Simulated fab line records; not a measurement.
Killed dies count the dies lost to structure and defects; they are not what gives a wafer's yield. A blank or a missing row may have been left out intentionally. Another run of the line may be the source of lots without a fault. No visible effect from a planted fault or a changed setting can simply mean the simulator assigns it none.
A struck lot beside a sound one | flow nand harc | 16 steps out of a route of 1302
Sound: wafers L550.1, L550.2, L550.5. Wafers L560.3, L560.4, L560.5 were the ones struck. Last of all comes the cause.
Order at every step that has rows: each side's tool, ch and its chambers, its first start. Under that, the readings that differ: sound wafers | struck wafers | difference of the means | sigmas: that difference in standard deviations of wafers without a fault.
alike: readings with means less than 2 such deviations apart, plus words and numbers identical on both sides. not compared: withheld readings, readings lacking a value on some wafer, bounds such as >300 that could conceal the same value, and numbers that have no deviation in the record and whose values overlap.
A row with sigmas, a row that says differs or no value, or rows on one side alone: a step with any of these is where the two part. Non-overlapping numbers with no deviation appear without sigmas and do not part them. Lack of a reading on every wafer of one side parts them only where that side has two or more wafers.

NHARC_A_ONON_D2_THK_MEAS_11: measures by ellipsometry.
  sound on film metro-01 at day 15 02:46; struck on film metro-01 at day 19 07:40
  alike: thk nm
then, no rows for these wafers at 1 step: NHARC_A_ONON_D2_DEP_12 (target thk 1000 nm).
NHARC_A_ONON_D2_THK_MEAS_14: measures by ellipsometry.
  sound on film metro-01 at day 15 03:20; struck on film metro-01 at day 19 08:14
  alike: thk nm
then, 2 steps without rows for these wafers: NHARC_A_ONON_D2_ANNEAL_15 (time 3600 s); NHARC_A_ONON_D2_DEP_16 (target thk 1000 nm).
NHARC_A_ONON_D2_THK_MEAS_18: measures by ellipsometry.
  sound on film metro-01 at day 15 10:35; struck on film metro-01 at day 19 15:37
  alike: thk nm
then, no rows for these wafers at 1 step: NHARC_A_ONON_D2_DEP_19 (target thk 1000 nm).
NHARC_A_ONON_D2_THK_MEAS_21: measures by ellipsometry.
  sound on film metro-01 at day 15 11:09; struck on film metro-01 at day 19 16:14
  alike: thk nm
then, no rows for these wafers at 1 step: NHARC_A_ONON_D2_DEP_22 (target thk 1000 nm).
NHARC_A_ONON_D2_THK_MEAS_24: measures by ellipsometry.
  sound on film metro-01 at day 15 11:43; struck on film metro-01 at day 19 16:47
  alike: thk nm
then, no rows for these wafers at 1 step: NHARC_A_ONON_D2_DEP_25 (target thk 1000 nm).
NHARC_A_ONON_D2_THK_MEAS_27: measures by ellipsometry.
  sound on film metro-01 at day 15 12:17; struck on film metro-02 at day 19 17:21
  alike: thk nm
NHARC_A_ONON_D2_DEP_28: target thk 1000 nm.
  sound on pecvd onon-01 ch 0, day 15 12:20; struck on pecvd onon-01 ch 0, day 19 17:31
  alike: sih4 flow sccm
NHARC_A_ONON_D2_THK_MEAS_30: measures by ellipsometry.
  sound on film metro-01 at day 15 12:51; struck on film metro-01 at day 19 17:55
  reading     | sound          | struck      | difference | sigmas
  thk nm (nm) | 1024 1023 1023 | 623 624 623 | -400       | -40
NHARC_A_ONON_D2_DEP_33: deposits SiO2, target thk 200 nm.
  sound on pecvd-01 ch 0,2, day 15 12:54; struck on pecvd-04 ch 0,2, day 19 18:07
  reading                | sound          | struck         | difference | sigmas
  throttle valve pct (%) | 14.8 15.1 15.1 | 16.0 15.7 16.2 | +1.0       | +2
  alike: heater power w, showerhead vpp V
-- the record jumps here: 11 days lie between the struck wafers' starts before and after (it left off in module A_ONON_D2 and takes up again in module END, whose first step shown is number 1302 of the route) --
NHARC_END_SORT_01:
  at this point the record logs the struck wafers (prober-01 ch 0, day 31 02:18) and has no rows for the sound ones

== WHERE THEY PART ==
At NHARC_A_ONON_D2_THK_MEAS_30 first; at NHARC_END_SORT_01 last (within this record only).

WHY: whatever the simulator had introduced
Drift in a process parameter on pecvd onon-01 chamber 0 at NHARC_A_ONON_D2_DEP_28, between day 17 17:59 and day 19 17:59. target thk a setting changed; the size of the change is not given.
